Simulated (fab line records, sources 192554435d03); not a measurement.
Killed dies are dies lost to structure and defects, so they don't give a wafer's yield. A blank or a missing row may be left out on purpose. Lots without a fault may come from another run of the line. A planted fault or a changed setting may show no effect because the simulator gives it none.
One fault seen from 2 desks | flow n5_finfet | each desk has only its own numbers; what lay behind them comes last

THE TOOL OWNER'S DESK: rie_si-03
The tool's own readings at N5_BEOL_M0_SAQP_ETCH_102 (etches SiO2 in CF4, target depth 4 nm, time 4.4 s): means of the sampled wafers that have a number, for each lot that ran on this tool. A lot is out of limits, marked OUT, if its mean lies more than 4 standard deviations from the usual mean; the brackets give that distance.
Columns: A = drypump_motor_current_A at N5_BEOL_M0_SAQP_ETCH_102, usual 5.7 A; B = he_backside_leak_sccm at N5_BEOL_M0_SAQP_ETCH_102, usual 2.80 sccm; C = oes_product_au at N5_BEOL_M0_SAQP_ETCH_102, usual 1.012 a.u.; D = throttle_valve_pct at N5_BEOL_M0_SAQP_ETCH_102, usual 21.75 %
lot  | first seen here | A   | B    | C                | D
L424 | day 7 13:58     | 5.5 | 3.00 | 1.017            | 21.69
L430 | day 9 04:36     | 5.5 | 2.96 | 1.096            | 21.56
L432 | day 9 14:41     | 5.6 | 2.94 | 1.173 (+7.7) OUT | 21.85
This desk's finding: out of limits on L432; first on L432, day 9 14:41 (oes_product_au at N5_BEOL_M0_SAQP_ETCH_102). In limits: L424, L430.

THE METROLOGY DESK
What the gauges read, lot by lot, whatever tool the lot ran on: means of the sampled wafers that have a number. A lot is out of limits, marked OUT, if its mean lies more than 4 standard deviations from the usual mean; the brackets give that distance. Of its 11 readings 7 are shown: those that lie furthest out on some lot.
Columns: A = cd_nm at N5_BEOL_M0_SAQP_CD_MEAS_25, usual 12.79 nm; B = DIBL_N at N5_BEOL_M4_RC_MEAS_101, usual 36.9 mV/V; C = IOFF_N at N5_BEOL_M4_RC_MEAS_101, usual 0.16 nA/um; D = ION_N at N5_BEOL_M4_RC_MEAS_101, usual 673 uA/um; E = ION_P at N5_BEOL_M4_RC_MEAS_101, usual 463 uA/um; F = SS_P at N5_BEOL_M4_RC_MEAS_101, usual 73.4 mV/dec; G = VT_N at N5_BEOL_M4_RC_MEAS_101, usual 250 mV
lot  | first seen here | A     | B    | C    | D   | E   | F    | G
L419 | day 6 08:56     | 12.68 | 35.9 | 0.16 | 671 | 462 | 72.9 | 249
L424 | day 7 13:41     | 12.92 | 37.8 | 0.17 | 670 | 463 | 73.3 | 253
L430 | day 9 04:27     | 12.65 | 37.7 | 0.18 | 691 | 476 | 73.5 | 247
L432 | day 9 14:32     | 12.79 | 35.2 | 0.14 | 668 | 461 | 73.3 | 251
L438 | day 11 01:02    | 13.05 | 37.7 | 0.16 | 673 | 466 | 74.3 | 252
L439 | day 11 14:08    | 12.66 | 36.2 | 0.13 | 670 | 464 | 72.3 | 254
This desk's finding: nothing out of limits on any of the 6 lots.

PUT TOGETHER
The tool owner's desk could have raised an alarm at day 9 14:41, on L432.
The metrology desk saw nothing out of limits.
The metrology desk has L432 on record, within its limits.
Of the lots named, all ran N5_BEOL_M0_SAQP_ETCH_102 on rie_si-03.

WHAT THE SIMULATOR HAD PUT IN
Process parameter drift: rie_si-03, from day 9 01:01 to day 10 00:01, at N5_BEOL_M0_SAQP_ETCH_102. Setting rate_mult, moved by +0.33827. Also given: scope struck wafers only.
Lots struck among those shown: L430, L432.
Hours from the fault's start to each desk's first reading out of limits: the tool owner's desk, 14.
